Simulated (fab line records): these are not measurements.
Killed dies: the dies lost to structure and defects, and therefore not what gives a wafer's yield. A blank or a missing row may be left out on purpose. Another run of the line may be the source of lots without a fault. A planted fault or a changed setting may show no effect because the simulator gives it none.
Matching of chambers | flow n5Finfet | N5_BEOL_M0_SAQP_ETCH_102 on rieSi-01 has 4 sister chambers
The step etches SiO2 in CF4, target depth 4 nm, time 4.4 s. 8 wafers are shown with their chamber, then 12 later ones without.

## WAFERS PAIRED WITH THEIR CHAMBERS
wafer  | chamber | throttleValvePct (%) | drypumpMotorCurrentA (A)
L083.1 | 1       | 21.33                | 5.2
L084.1 | 2       | 21.93                | 5.8
L084.3 | 1       | 21.31                | 5.2
L084.5 | 0       | 22.04                | 5.0
L084.6 | 3       | 21.91                | 5.8
L086.2 | 2       | 21.92                | 5.7
L086.4 | 3       | 21.90                | 5.8
L086.6 | 0       | 22.04                | 5.0

## WAFERS WITHOUT THEIR CHAMBER
wafer  | throttleValvePct (%) | drypumpMotorCurrentA (A)
L089.1 | 22.05                | 5.0
L089.3 | 21.31                | 5.2
L089.4 | 22.05                | 5.0
L093.1 | 21.92                | 5.7
L093.4 | 21.34                | 5.2
L093.6 | 21.93                | 5.7
L094.1 | 21.31                | 5.2
L094.2 | 21.93                | 5.7
L094.3 | 22.04                | 5.0
L096.2 | 21.32                | 5.2
L096.3 | 21.89                | 5.8
L096.5 | 22.03                | 5.0

## EACH ONE'S CHAMBER
wafer  | from the rows above     | in truth
L089.1 | 0                       | 0
L089.3 | 1                       | 1
L089.4 | 0                       | 0
L093.1 | can't be placed: 2 or 3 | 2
L093.4 | 1                       | 1
L093.6 | 2                       | 2
L094.1 | 1                       | 1
L094.2 | 2                       | 2
L094.3 | 0                       | 0
L096.2 | 1                       | 1
L096.3 | 3                       | 3
L096.5 | 0                       | 0
Correct placement for 11 of the 12. Cannot be placed on the basis of these rows: 1; the candidates contain the true chamber in 1. Placed wrongly: 0.
How it was worked out, from the rows above alone: a wafer's distance from a chamber is the root of the sum, over the readings, of the square of ((its reading less the chamber's mean) divided by the reading's scatter). If the next closest chamber is less than 2 further off than the closest, the wafer can't be placed; otherwise it belongs to the closest. The mean given for a chamber averages the wafers shown for that chamber. The scatter: take each reading less its chamber's mean, square it, sum over the shown wafers, divide by the number of wafers less the number of chambers, and take the root.
